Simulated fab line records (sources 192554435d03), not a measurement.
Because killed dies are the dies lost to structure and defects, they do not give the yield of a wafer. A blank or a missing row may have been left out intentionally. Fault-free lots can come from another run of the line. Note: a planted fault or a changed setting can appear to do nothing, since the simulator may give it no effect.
A lot that was struck, set against a sound lot :: flow n5_finfet :: 16 steps out of a route of 1938
Sound: these wafers, L492.4, L492.5, L492.6. Struck: wafer L490.4 (left out: L490.1, a lot-mate that was not struck); the cause follows at the end.
Per side, at each step with rows, come the tool, then ch with its chambers, and then its first start. Under that, the readings that differ: sound wafers :: struck wafers :: difference of the means :: sigmas: that difference in standard deviations of wafers without a fault.
alike: words and numbers the same on both sides, and readings whose means are apart by under 2 such deviations; not compared: readings that were withheld, readings missing a value for some wafer, numbers with overlapping values and no deviation given by the record, and bounds like >300 which may hide the same value.
Wherever a step has rows on one side only, a row that says differs or no value, or a row with sigmas, the two part there. Numbers that don't overlap but have no deviation are shown without sigmas and don't part them. Lack of a reading on every wafer of one side parts them only where that side has two or more wafers.

first, 8 steps without rows for these wafers: N5_BEOL_M1_COAT_62 (time 60 s, resist thk 12 nm); N5_BEOL_M1_COAT_73 (time 60 s, resist thk 5 nm); N5_BEOL_M1_COAT_05 (resist thk 30 nm); N5_BEOL_M1_EBR_07; N5_BEOL_M1_SOFTBAKE_06 (time 60 s); N5_BEOL_M1_EXPOSE_08 (exposes mask M1); N5_BEOL_M1_PEB_09 (peb time 60 s); N5_BEOL_M1_DEVELOP_10 (develop time 30 s).
N5_BEOL_M1_CD_MEAS_11: target cd 17.05 nm.
  sound on cd_sem-02 ch 0, day 10 16:29; struck on cd_sem-02 ch 0, day 10 09:20
  alike: cd_nm
N5_BEOL_M1_OVL_MEAS_12:
  sound on overlay-02 ch 0, day 10 16:31; struck on overlay-01 ch 0, day 10 09:22
  alike: M1_OVL
N5_BEOL_M1_INSPECT_13: inspects for defects (brightfield).
  sound on defect_inspect-01, day 10 16:34; struck on defect_inspect-01, day 10 09:25
reading: raw_defect_count
sound: 370 300 379
struck: 590
difference: +240
sigmas: +2
N5_BEOL_M1_DESCUM_16: chemistry O2, time 7 s.
  sound on rie_diel-06 ch 1,2, day 10 16:38; struck on rie_diel-01 ch 1, day 10 09:32
  alike: drypump_motor_current_A, oes_product_au, rf_vpp_V, showerhead_plenum_p_Torr, throttle_valve_pct
  not compared: rf_hours_counter_h
N5_BEOL_M1_ETCH_74: etches underlayer in N2/H2, target depth 6.5 nm, time 5.2 s.
  sound on rie_diel-06 ch 1,2, day 10 16:40; struck on rie_diel-01 ch 1, day 10 09:34
reading: etch_rf_on_time_s (s)
sound: 5.33 5.38 5.39
struck: 6.08
difference: +0.71
sigmas: +4

reading: rf_vpp_V (V)
sound: 518.7 520.9 522.0
struck: 526.6
difference: +6.1
sigmas: +2
  alike: drypump_motor_current_A, oes_product_au, showerhead_plenum_p_Torr, throttle_valve_pct
  not compared: rf_hours_counter_h
N5_BEOL_M1_ETCH_63: etches SiARC in CF4, target depth 15.6 nm, time 26 s.
  sound on rie_diel-06 ch 1,2, day 10 16:41; struck on rie_diel-01 ch 1, day 10 09:35
  alike: drypump_motor_current_A, etch_rf_on_time_s, oes_product_au, rf_vpp_V, showerhead_plenum_p_Torr, throttle_valve_pct
  not compared: rf_hours_counter_h
-- a jump in the record: the struck wafers' starts before and after are 2 days apart (it breaks off in module BEOL_M1 and resumes in module BEOL_M4, where the first step shown is number 1111 of the route) --
N5_BEOL_M4_RC_MEAS_101:
  sound on prober-02 ch 0, day 12 13:22; struck on prober-01 ch 0, day 12 12:05
reading: ION_P (uA/um)
sound: 477 466 456
struck: 442
difference: -24
sigmas: -2
  alike: DIBL_N, DIBL_P, IOFF_N, IOFF_P, ION_N, SS_N, SS_P, VT_N, VT_P
-- the record jumps here: 4 days lie between the struck wafers' starts before and after (it left off in module BEOL_M4 and takes up again in module PASSIVATION, whose first step shown is number 1936 of the route) --
N5_PASSIVATION_PROBE_49:
  sound on prober-02, day 16 23:11; struck on prober-01, day 16 23:20
reading: killed_at_other
sound: 1 5 3
struck: 10
difference: +7
sigmas: +2
  alike: defect_limited_yield, killed_at_M0_to_M3, killed_at_M4_up, killed_at_contacts, killed_at_front_end, killed_dies, killed_open, killed_short, sort_bin_5_function, sort_bin_6_memory, sort_bin_8_speed, sort_n_pass, sort_yield_pct

== WHERE THEY PART ==
At N5_BEOL_M1_INSPECT_13 first; at N5_PASSIVATION_PROBE_49 last (within this record only).

WHY: what had been put in by the simulator
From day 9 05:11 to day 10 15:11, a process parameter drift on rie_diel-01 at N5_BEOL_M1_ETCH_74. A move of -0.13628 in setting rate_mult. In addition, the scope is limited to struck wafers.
